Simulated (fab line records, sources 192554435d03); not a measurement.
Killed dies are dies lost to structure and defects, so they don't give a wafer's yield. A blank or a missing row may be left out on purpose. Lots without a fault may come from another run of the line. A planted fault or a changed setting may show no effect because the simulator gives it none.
A struck lot beside a sound one | flow n5_finfet | 36 steps out of a route of 1938
Sound: wafers L916.3, L916.4, L916.6. Struck: wafers L911.2, L911.6. The cause comes at the end.
At each step with rows: each side's tool, then ch and its chambers, then its first start. Under that, the readings that differ: sound wafers | struck wafers | difference of the means | sigmas: that difference in standard deviations of wafers without a fault.
alike: readings whose means differ by less than 2 such deviations, and words and numbers that are the same on both sides. not compared: withheld readings, readings that some wafer has no value for, bounds like >300 that may hide the same value, and numbers for which the record gives no deviation and whose values overlap.
The two part at a step that has a row with sigmas, a row that says differs or no value, or rows on one side only. Numbers that don't overlap but have no deviation are shown without sigmas and don't part them. A reading that every wafer of one side lacks parts them only if that side has two wafers or more.

first, 9 steps without rows for these wafers: N5_BEOL_M12_PRE_CLEAN_42 (time 30 s); N5_BEOL_M12_SPUTTER_43 (material TaN, target thk 15 nm, time 24.19 s); N5_BEOL_M12_SPUTTER_44 (material Ta, target thk 10 nm, time 16.13 s); N5_BEOL_M12_SPUTTER_45 (material Cu, target thk 80 nm, time 13.33 s); N5_BEOL_M12_ECD_47 (material Cu, target thk 720 nm); N5_BEOL_M12_ANNEAL_48 (time 90 s); N5_BEOL_M12_CMP_49 (polishes, stops on SiOC, t overpolish 20.6 s, target thk 320 nm); N5_BEOL_M12_PRE_CLEAN_52 (time 15 s); N5_BEOL_M12_DEP_53 (deposits SiCN from 3MS/NH3, target thk 30 nm, time 10.5 s).
N5_BEOL_M13_ILD_DEP_00: deposits SiOC from DEMS/O2, target thk 837.92 nm, time 166.4 s.
  sound on pecvd-01 ch 0,1, day 15 23:17; struck on pecvd-02 ch 1, day 14 15:53
  reading                                       | sound             | struck      | difference | sigmas
  run_length_s (s)                              | 211.6 210.5 211.4 | 147.3 147.0 | -64.0      | -99 or more
  model.SiOC_of_BEOL_M13_ILD_DEP_00.thk_nm (nm) | 834.2 836.6 851.2 | 498 509.6   | -337       |
  alike: heater_power_w, showerhead_plenum_p_Torr, throttle_valve_pct
N5_BEOL_M13_THK_MEAS_01:
  sound on film_metro-01, day 15 23:27; struck on film_metro-02, day 14 16:05
  reading          | sound       | struck  | difference | sigmas
  M13_ILD_THK (nm) | 835 837 851 | 498 510 | -337       | -36
then, 10 steps without rows for these wafers: N5_BEOL_M13_COAT_58 (time 60 s, resist thk 89 nm); N5_BEOL_M13_COAT_04 (resist thk 400 nm); N5_BEOL_M13_EBR_06; N5_BEOL_M13_SOFTBAKE_05 (time 60 s); N5_BEOL_M13_EXPOSE_07 (exposes mask V12); N5_BEOL_M13_PEB_08 (peb time 90 s); N5_BEOL_M13_DEVELOP_09 (develop time 45 s); N5_BEOL_M13_HARDBAKE_14 (time 120 s); N5_BEOL_M13_DESCUM_15 (chemistry O2, time 7.9 s); N5_BEOL_M13_ETCH_59 (etches BARC in N2/H2, target depth 89 nm, overetch 26.7 nm, time 67.9 s).
N5_BEOL_M13_VIA_ETCH_16: etches SiOC in C4F8/O2/Ar, target depth 921.7 nm.
  sound on rie_diel-02 ch 0,1,3, day 16 00:11; struck on rie_diel-06 ch 0, day 14 16:34
  reading                                    | sound             | struck      | difference | sigmas
  model.etch.depth_nm (nm)                   | 834.1 836.6 851.2 | 498.1 509.5 | -336.8     |
  model.coat_of_BEOL_M13_COAT_04.thk_nm (nm) | 71.6 69.6 64.2    | 171 168.6   | +101       |
  alike: bias_w, chamber_pressure_mTorr, drypump_motor_current_A, oes_product_au, rf_vpp_V, showerhead_plenum_p_Torr, throttle_valve_pct
N5_BEOL_M13_STRIP_63: strips in N2/H2.
  sound on plasma_asher-01 ch 0,1, day 16 00:27; struck on plasma_asher-02 ch 0,1, day 14 16:48
  reading                      | sound             | struck      | difference | sigmas
  oes_product_au (a.u.)        | 0.678 0.677 0.675 | 0.702 0.707 | +0.028     | +6
  strip_time_to_endpoint_s (s) | 28.2 27.5 25.9    | 55.2 54.5   | +27.7      | +29
  alike: chamber_pressure_mTorr, drypump_motor_current_A, h2_flow_sccm, heater_power_w
  not compared: rf_hours_counter_h
then, 12 steps without rows for these wafers: N5_BEOL_M13_STRIP_64 (strips in N2/H2); N5_BEOL_M13_STRIP_71 (strips in post etch residue remover, time 60 s); N5_BEOL_M13_SRD_72 (time 30 s, dry time 30 s); N5_BEOL_M13_COAT_65 (time 60 s, resist thk 350 nm); N5_BEOL_M13_COAT_66 (time 60 s, resist thk 110 nm); N5_BEOL_M13_COAT_22 (resist thk 300 nm); N5_BEOL_M13_EBR_24; N5_BEOL_M13_SOFTBAKE_23 (time 60 s); N5_BEOL_M13_EXPOSE_25 (exposes mask M13, target cd 210 nm); N5_BEOL_M13_PEB_26 (peb time 90 s); N5_BEOL_M13_DEVELOP_27 (develop time 45 s); N5_BEOL_M13_HARDBAKE_32 (time 120 s).
N5_BEOL_M13_CMP_49: polishes, stops on SiOC, t overpolish 17.1 s, target thk 420 nm.
  sound on cmp-03 ch 0,3, day 16 04:56; struck on cmp-02 ch 1,2, day 14 20:41
  reading                                       | sound           | struck    | difference | sigmas
  model.SiOC_of_BEOL_M13_ILD_DEP_00.thk_nm (nm) | 777 777.2 792.6 | 441.2 452 | -335.7     |
  alike: motor_current_A

WHERE THEY PART
First at N5_BEOL_M13_ILD_DEP_00; last, within this record, at N5_BEOL_M13_STRIP_63. Later steps at which nothing parts them and some readings are alike: N5_BEOL_M13_CMP_49.

WHY: what the simulator had put in
Process parameter drift: pecvd-02, from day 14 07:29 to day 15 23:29, at N5_BEOL_M13_ILD_DEP_00. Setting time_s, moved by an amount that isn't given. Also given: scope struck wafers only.
